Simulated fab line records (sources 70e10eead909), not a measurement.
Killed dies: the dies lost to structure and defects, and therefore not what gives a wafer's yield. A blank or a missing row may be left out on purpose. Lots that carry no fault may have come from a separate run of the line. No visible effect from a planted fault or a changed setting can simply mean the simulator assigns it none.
fab line records ; flow nandHarc
record: lots: 6; wafers: 18; lastDay: 33
route steps=1302 shown A_ONON_D2@550 END@1302
lots untouched by any fault: they come from a run of this same line in which no faults occurred
startH: hours from the record's first day to the start of the lot's first wafer shown ; waitH: hours elapsed since this lot's preceding step ; " as in the row above ; L1.1+2: a row that stands for several wafers ; - either no value or no given start ; * or withheld: withheld ; < > ~ a bound
route shown NAME@n: a module of which the file shows steps, and the number in the route of the first ; usual: mean and standard deviation over wafers with no fault ; same: alike in all rows ; chamber/n: place in a boat ; sites: each site's reading ; _std_site: standard deviation of those values ; _edge_site: inner sites' mean taken away from outer sites' mean ; radiusMm: for every site, how far away it sits from the centre of the wafer ; mask NAME#n: copy n ; behind: tool/chamber where the wafer was last shaped ; hold: why the lot went on hold/how many hours it stayed there/how the hold came to an end ; device: transistor that didn't switch, given as n, p or np ; end of line: tests of these same wafers at the route's end ; step lacking rows: just its recipe ; killed: not the wafer's yield, but the dies lost to structure and defects at the first sort ; map: per-die view of a wafer (x killed, . not killed, _ where there is no die)
set.NAME: the setting as run; set.NAME@STEP: as run at that earlier step ; model.NAME: the simulator's own value behind a step, which no gauge read
lots at some steps of the route; a table a step, a row a wafer
services: a tool's chamber out of use, with start hour (startH, from the record's first day; less than 0 if before it), hours out, and reason
== steps ==
step: NHARC_A_ONON_D2_THK_MEAS_08
recipe: thkMeasGauge: ellipsometry
usual: thkNm: 1000/9.7
lot.wafer;tool;chamber;startH;waitH;thkNm
L732.3;filmMetro-02;-;283.71;-;1013
L732.4;filmMetro-02;-;283.71;-;1015
L732.6;filmMetro-02;-;283.71;-;1015
L735.1;filmMetro-01;-;313.54;-;989
L735.3;filmMetro-01;-;313.54;-;989
L735.4;filmMetro-01;-;313.54;-;988
L741.1;filmMetro-01;-;385.14;-;997
L741.2;filmMetro-01;-;385.14;-;997
L741.6;filmMetro-01;-;385.14;-;998
L743.1;filmMetro-01;-;393.43;-;992
L743.2;filmMetro-01;-;393.43;-;991
L743.5;filmMetro-01;-;393.43;-;991
L744.2;filmMetro-02;-;420.29;-;1010
L744.5;filmMetro-02;-;420.29;-;1009
L744.6;filmMetro-02;-;420.29;-;1009
L753.1;filmMetro-01;-;488.99;-;1003
L753.5;filmMetro-01;-;488.99;-;1004
L753.6;filmMetro-01;-;488.99;-;1006
step: NHARC_A_ONON_D2_DEP_09
recipe: targetThkA: 10000; n2FlowSccm: 2750; n2oFlowSccm: 2000; nh3FlowSccm: 500; sih4FlowSccm: 210; tempC: 400
step: NHARC_A_ONON_D2_THK_MEAS_11
recipe: thkMeasGauge: ellipsometry
usual: thkNm: 998/11
lot.wafer;tool;chamber;startH;waitH;thkNm
L732.3;filmMetro-02;-;284.28;-;984
L732.4;filmMetro-02;-;284.28;-;984
L732.6;filmMetro-02;-;284.28;-;984
L735.1;filmMetro-01;-;314.10;-;1013
L735.3;filmMetro-01;-;314.10;-;1014
L735.4;filmMetro-01;-;314.10;-;1015
L741.1;filmMetro-01;-;385.70;-;978
L741.2;filmMetro-01;-;385.70;-;979
L741.6;filmMetro-01;-;385.70;-;976
L743.1;filmMetro-01;-;393.99;-;986
L743.2;filmMetro-01;-;393.99;-;986
L743.5;filmMetro-01;-;393.99;-;984
L744.2;filmMetro-01;-;420.86;-;997
L744.5;filmMetro-01;-;420.86;-;997
L744.6;filmMetro-01;-;420.86;-;996
L753.1;filmMetro-02;-;489.55;-;978
L753.5;filmMetro-02;-;489.55;-;980
L753.6;filmMetro-02;-;489.55;-;978
step: NHARC_A_ONON_D2_DEP_12
recipe: targetThkA: 10000; n2FlowSccm: 2750; n2oFlowSccm: 2000; nh3FlowSccm: 500; sih4FlowSccm: 210; tempC: 400
step: NHARC_A_ONON_D2_THK_MEAS_14
recipe: thkMeasGauge: ellipsometry
usual: thkNm: 999/9.5
lot.wafer;tool;chamber;startH;waitH;thkNm
L732.3;filmMetro-01;-;284.85;-;1000
L732.4;filmMetro-01;-;284.85;-;999
L732.6;filmMetro-01;-;284.85;-;1001
L735.1;filmMetro-01;-;314.81;-;1001
L735.3;filmMetro-01;-;314.81;-;1001
L735.4;filmMetro-01;-;314.81;-;999
L741.1;filmMetro-01;-;386.27;-;1016
L741.2;filmMetro-01;-;386.27;-;1017
L741.6;filmMetro-01;-;386.27;-;1016
L743.1;filmMetro-01;-;394.56;-;994
L743.2;filmMetro-01;-;394.56;-;994
L743.5;filmMetro-01;-;394.56;-;994
L744.2;filmMetro-01;-;421.43;-;1007
L744.5;filmMetro-01;-;421.43;-;1009
L744.6;filmMetro-01;-;421.43;-;1008
L753.1;filmMetro-02;-;490.12;-;997
L753.5;filmMetro-02;-;490.12;-;995
L753.6;filmMetro-02;-;490.12;-;996
step: NHARC_A_ONON_D2_ANNEAL_15
recipe: tempC: 750; timeS: 3600
step: NHARC_A_ONON_D2_DEP_16
recipe: targetThkA: 10000; n2FlowSccm: 2750; n2oFlowSccm: 2000; nh3FlowSccm: 500; sih4FlowSccm: 210; tempC: 400
step: NHARC_A_ONON_D2_THK_MEAS_18
recipe: thkMeasGauge: ellipsometry
usual: thkNm: 1001/9
lot.wafer;tool;chamber;startH;waitH;thkNm
L732.3;filmMetro-01;-;292.18;-;1002
L732.4;filmMetro-01;-;292.18;-;1004
L732.6;filmMetro-01;-;292.18;-;1003
L735.1;filmMetro-01;-;322.42;-;998
L735.3;filmMetro-01;-;322.42;-;1000
L735.4;filmMetro-01;-;322.42;-;1000
L741.1;filmMetro-02;-;393.62;-;1010
L741.2;filmMetro-02;-;393.62;-;1011
L741.6;filmMetro-02;-;393.62;-;1012
L743.1;filmMetro-02;-;402.00;-;981
L743.2;filmMetro-02;-;402.00;-;979
L743.5;filmMetro-02;-;402.00;-;981
L744.2;filmMetro-02;-;428.67;-;992
L744.5;filmMetro-02;-;428.67;-;992
L744.6;filmMetro-02;-;428.67;-;992
L753.1;filmMetro-02;-;497.44;-;1006
L753.5;filmMetro-02;-;497.44;-;1005
L753.6;filmMetro-02;-;497.44;-;1007
step: NHARC_A_ONON_D2_DEP_19
recipe: targetThkA: 10000; n2FlowSccm: 2750; n2oFlowSccm: 2000; nh3FlowSccm: 500; sih4FlowSccm: 210; tempC: 400
step: NHARC_A_ONON_D2_THK_MEAS_21
recipe: thkMeasGauge: ellipsometry
usual: thkNm: 1000/9.5
lot.wafer;tool;chamber;startH;waitH;thkNm
L732.3;filmMetro-02;-;292.74;-;1005
L732.4;filmMetro-02;-;292.74;-;1005
L732.6;filmMetro-02;-;292.74;-;1003
L735.1;filmMetro-01;-;322.99;-;1008
L735.3;filmMetro-01;-;322.99;-;1007
L735.4;filmMetro-01;-;322.99;-;1008
L741.1;filmMetro-01;-;394.19;-;991
L741.2;filmMetro-01;-;394.19;-;991
L741.6;filmMetro-01;-;394.19;-;991
L743.1;filmMetro-02;-;402.59;-;985
L743.2;filmMetro-02;-;402.59;-;984
L743.5;filmMetro-02;-;402.59;-;984
L744.2;filmMetro-01;-;429.23;-;1001
L744.5;filmMetro-01;-;429.23;-;1000
L744.6;filmMetro-01;-;429.23;-;1000
L753.1;filmMetro-02;-;498.01;-;980
L753.5;filmMetro-02;-;498.01;-;982
L753.6;filmMetro-02;-;498.01;-;983
step: NHARC_A_ONON_D2_DEP_22
recipe: targetThkA: 10000; n2FlowSccm: 2750; n2oFlowSccm: 2000; nh3FlowSccm: 500; sih4FlowSccm: 210; tempC: 400
step: NHARC_A_ONON_D2_THK_MEAS_24
recipe: thkMeasGauge: ellipsometry
usual: thkNm: 1000/12
lot.wafer;tool;chamber;startH;waitH;thkNm
L732.3;filmMetro-01;-;293.31;-;1021
L732.4;filmMetro-01;-;293.31;-;1020
L732.6;filmMetro-01;-;293.31;-;1020
L735.1;filmMetro-02;-;323.55;-;1001
L735.3;filmMetro-02;-;323.55;-;1002
L735.4;filmMetro-02;-;323.55;-;1001
L741.1;filmMetro-02;-;394.76;-;987
L741.2;filmMetro-02;-;394.76;-;989
L741.6;filmMetro-02;-;394.76;-;990
L743.1;filmMetro-02;-;403.15;-;990
L743.2;filmMetro-02;-;403.15;-;991
L743.5;filmMetro-02;-;403.15;-;992
L744.2;filmMetro-02;-;429.80;-;1013
L744.5;filmMetro-02;-;429.80;-;1014
L744.6;filmMetro-02;-;429.80;-;1012
L753.1;filmMetro-02;-;498.57;-;1018
L753.5;filmMetro-02;-;498.57;-;1018
L753.6;filmMetro-02;-;498.57;-;1019
step: NHARC_A_ONON_D2_DEP_25
recipe: targetThkA: 10000; n2FlowSccm: 2750; n2oFlowSccm: 2000; nh3FlowSccm: 500; sih4FlowSccm: 210; tempC: 400
lot.wafer;tool;chamber;startH;waitH
L732.3+4+6;pecvdOnon-04;0;293.48;0.2
L735.1+3+4;pecvdOnon-03;0;323.61;0.1
L741.1+2+6;pecvdOnon-04;0;394.81;0.1
L743.1+2+5;pecvdOnon-04;0;403.20;0.1
L744.2+5+6;pecvdOnon-03;0;429.91;0.1
L753.1+5+6;pecvdOnon-01;0;498.63;0.1
step: NHARC_A_ONON_D2_THK_MEAS_27
recipe: thkMeasGauge: ellipsometry
usual: thkNm: 999/9.9
lot.wafer;tool;chamber;startH;waitH;thkNm
L732.3;filmMetro-02;-;293.87;-;996
L732.4;filmMetro-02;-;293.87;-;995
L732.6;filmMetro-02;-;293.87;-;995
L735.1;filmMetro-01;-;324.12;-;989
L735.3;filmMetro-01;-;324.12;-;991
L735.4;filmMetro-01;-;324.12;-;990
L741.1;filmMetro-01;-;395.32;-;545
L741.2;filmMetro-01;-;395.32;-;545
L741.6;filmMetro-01;-;395.32;-;544
L743.1;filmMetro-01;-;403.72;-;532
L743.2;filmMetro-01;-;403.72;-;532
L743.5;filmMetro-01;-;403.72;-;532
L744.2;filmMetro-01;-;430.36;-;997
L744.5;filmMetro-01;-;430.36;-;996
L744.6;filmMetro-01;-;430.36;-;993
L753.1;filmMetro-02;-;499.15;-;1005
L753.5;filmMetro-02;-;499.15;-;1005
L753.6;filmMetro-02;-;499.15;-;1004
step: NHARC_A_ONON_D2_DEP_28
recipe: targetThkA: 10000; n2FlowSccm: 2750; n2oFlowSccm: 2000; nh3FlowSccm: 500; sih4FlowSccm: 210; tempC: 400
step: NHARC_END_SORT_01
recipe: tempC: 25
usual: killedAtArray: 47/18; killedAtOther: 0.9/1.1; killedAtPeriphery: 4/3.1; killedDies: 52/18; killedOpen: 3.1/1.5; killedShort: 2.4/1.5
same: grossDies: 677
lot.wafer;tool;chamber;startH;waitH;killedAtArray;killedAtOther;killedAtPeriphery;killedDies;killedOpen;killedShort
L741.1;prober-01;0;663.13;2.5;671;2;4;677;2;5
L741.2;prober-01;0;663.94;2.8;667;0;10;677;3;1
L741.6;prober-01;0;667.17;4.0;666;4;7;677;4;4
L743.1;prober-02;0;685.26;2.5;674;1;2;677;4;1
L743.2;prober-02;0;686.06;2.8;673;1;3;677;4;2
L743.5;prober-02;0;688.47;3.7;676;0;1;677;3;0
killed by level:class
L741.1 A_ONON_D2:areaDep=622 A_SLIT:chamberFilmFlake=22 A_CHANNEL_HOLE_D1:chamberFilmFlake=8 A_STAIRCASE:chamberFilmFlake=4 A_ONON_D1:geometricParticle:short=3 P_ZERO_WELL:chamberFilmFlake=3 A_ZERO_WELL:chamberFilmFlake=2 A_DECK1_JOINT:chamberFilmFlake=2
L741.2 A_ONON_D2:areaDep=621 A_SLIT:chamberFilmFlake=25 A_STAIRCASE:chamberFilmFlake=7 A_CHANNEL_HOLE_D1:chamberFilmFlake=6 P_GATE:chamberFilmFlake=3 P_M0:chamberFilmFlake=3 A_CONTACT:chamberFilmFlake=3 P_ZERO_WELL:chamberFilmFlake=2
L741.6 A_ONON_D2:areaDep=620 A_SLIT:chamberFilmFlake=23 A_STAIRCASE:chamberFilmFlake=6 A_CHANNEL_HOLE_D1:chamberFilmFlake=4 A_CONTACT:chamberFilmFlake=4 A_ONON_D1:geometricParticle:short=2 A_ONON_D1:geometricParticle:open=2 P_STI:chamberFilmFlake=2
L743.1 A_ONON_D2:areaDep=624 A_CHANNEL_HOLE_D1:chamberFilmFlake=15 A_CHANNEL_HOLE_D2:chamberFilmFlake=14 A_SLIT:chamberFilmFlake=7 A_CONTACT:chamberFilmFlake=5 A_CHANNEL_FILL_D1:geometricParticle:open=2 A_CHANNEL_FILL_D2:chamberFilmFlake=2 P_M0:geometricParticle:short=1
L743.2 A_ONON_D2:areaDep=618 A_CHANNEL_HOLE_D2:chamberFilmFlake=24 A_CHANNEL_HOLE_D1:chamberFilmFlake=16 A_DECK1_JOINT:chamberFilmFlake=3 A_STAIRCASE:chamberFilmFlake=3 A_SLIT:chamberFilmFlake=2 P_GATE:geometricParticle:open=1 A_ONON_D1:geometricParticle:short=1
L743.5 A_ONON_D2:areaDep=631 A_CHANNEL_HOLE_D2:chamberFilmFlake=19 A_CHANNEL_HOLE_D1:chamberFilmFlake=14 A_WL_FILL:chamberFilmFlake=3 A_CHANNEL_FILL_D1:geometricParticle:open=2 A_CONTACT:chamberFilmFlake=2 A_SGD_CUT:geometricParticle:open=1 P_STI:chamberFilmFlake=1
map L741.1 (x killed, . not)
____________x____________
_________xxxxxxx_________
_______xxxxxxxxxxx_______
______xxxxxxxxxxxxx______
_____xxxxxxxxxxxxxxx_____
____xxxxxxxxxxxxxxxxx____
____xxxxxxxxxxxxxxxxx____
___xxxxxxxxxxxxxxxxxxx___
___xxxxxxxxxxxxxxxxxxx___
__xxxxxxxxxxxxxxxxxxxxx__
__xxxxxxxxxxxxxxxxxxxxx__
_xxxxxxxxxxxxxxxxxxxxxxx_
_xxxxxxxxxxxxxxxxxxxxxxx_
_xxxxxxxxxxxxxxxxxxxxxxx_
_xxxxxxxxxxxxxxxxxxxxxxx_
_xxxxxxxxxxxxxxxxxxxxxxx_
xxxxxxxxxxxxxxxxxxxxxxxxx
xxxxxxxxxxxxxxxxxxxxxxxxx
xxxxxxxxxxxxxxxxxxxxxxxxx
xxxxxxxxxxxxxxxxxxxxxxxxx
xxxxxxxxxxxxxxxxxxxxxxxxx
_xxxxxxxxxxxxxxxxxxxxxxx_
_xxxxxxxxxxxxxxxxxxxxxxx_
_xxxxxxxxxxxxxxxxxxxxxxx_
_xxxxxxxxxxxxxxxxxxxxxxx_
_xxxxxxxxxxxxxxxxxxxxxxx_
__xxxxxxxxxxxxxxxxxxxxx__
__xxxxxxxxxxxxxxxxxxxxx__
___xxxxxxxxxxxxxxxxxxx___
___xxxxxxxxxxxxxxxxxxx___
____xxxxxxxxxxxxxxxxx____
____xxxxxxxxxxxxxxxxx____
_____xxxxxxxxxxxxxxx_____
______xxxxxxxxxxxxx______
_______xxxxxxxxxxx_______
_________xxxxxxx_________
____________x____________
map L743.1 (x killed, . not)
____________x____________
_________xxxxxxx_________
_______xxxxxxxxxxx_______
______xxxxxxxxxxxxx______
_____xxxxxxxxxxxxxxx_____
____xxxxxxxxxxxxxxxxx____
____xxxxxxxxxxxxxxxxx____
___xxxxxxxxxxxxxxxxxxx___
___xxxxxxxxxxxxxxxxxxx___
__xxxxxxxxxxxxxxxxxxxxx__
__xxxxxxxxxxxxxxxxxxxxx__
_xxxxxxxxxxxxxxxxxxxxxxx_
_xxxxxxxxxxxxxxxxxxxxxxx_
_xxxxxxxxxxxxxxxxxxxxxxx_
_xxxxxxxxxxxxxxxxxxxxxxx_
_xxxxxxxxxxxxxxxxxxxxxxx_
xxxxxxxxxxxxxxxxxxxxxxxxx
xxxxxxxxxxxxxxxxxxxxxxxxx
xxxxxxxxxxxxxxxxxxxxxxxxx
xxxxxxxxxxxxxxxxxxxxxxxxx
xxxxxxxxxxxxxxxxxxxxxxxxx
_xxxxxxxxxxxxxxxxxxxxxxx_
_xxxxxxxxxxxxxxxxxxxxxxx_
_xxxxxxxxxxxxxxxxxxxxxxx_
_xxxxxxxxxxxxxxxxxxxxxxx_
_xxxxxxxxxxxxxxxxxxxxxxx_
__xxxxxxxxxxxxxxxxxxxxx__
__xxxxxxxxxxxxxxxxxxxxx__
___xxxxxxxxxxxxxxxxxxx___
___xxxxxxxxxxxxxxxxxxx___
____xxxxxxxxxxxxxxxxx____
____xxxxxxxxxxxxxxxxx____
_____xxxxxxxxxxxxxxx_____
______xxxxxxxxxxxxx______
_______xxxxxxxxxxx_______
_________xxxxxxx_________
____________x____________
== services ==
tool;chamber;startH;hours;kind
pecvdOnon-04;-;311.51;13.0;pm
pecvdOnon-03;-;408.26;13.0;pm
pecvdOnon-01;-;450.40;13.0;pm
pecvdOnon-04;-;492.51;13.0;pm
== key ==
firstSign: step: NHARC_A_ONON_D2_THK_MEAS_27; reading: thkNm; direction: down; sigmas: 46; usual: 999; struck: 539
effect: step: NHARC_END_SORT_01; reading: killedAtArray; direction: up; sigmas: 35; usual: 47; struck: 671
moreKillsBornAt: NHARC_A_ONON_D2_DEP_25@pecvdOnon-04: 3736
metAt NHARC_A_ONON_D2_DEP_25
struckWafers L741.1,L741.2,L741.6,L743.1,L743.2,L743.5
laterRowsLeftOut L741.1,L741.2,L741.6,L743.1,L743.2,L743.5
testerLeftOut L741,L743
onsetBetween 293.48 394.81
fault: kind: processParameterDrift; tool: pecvdOnon-04; chamber: -; onsetH: 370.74; steps: NHARC_A_ONON_D2_DEP_25; channel: targetThkA; offset: *; shape: step; endH: 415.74; actsIn: *; stated: *
testerLeftOut: of these lots the tester's yield and bins aren't shown, on N5 and GAA mostly nor the transistor test; their killed dies are dies lost to structure and defects alone, not to doping, threshold or leakage, so they don't give the yield
laterRowsLeftOut: the simulator's readings of these wafers behind a module that went badly wrong aren't trusted and aren't shown, but for the sort
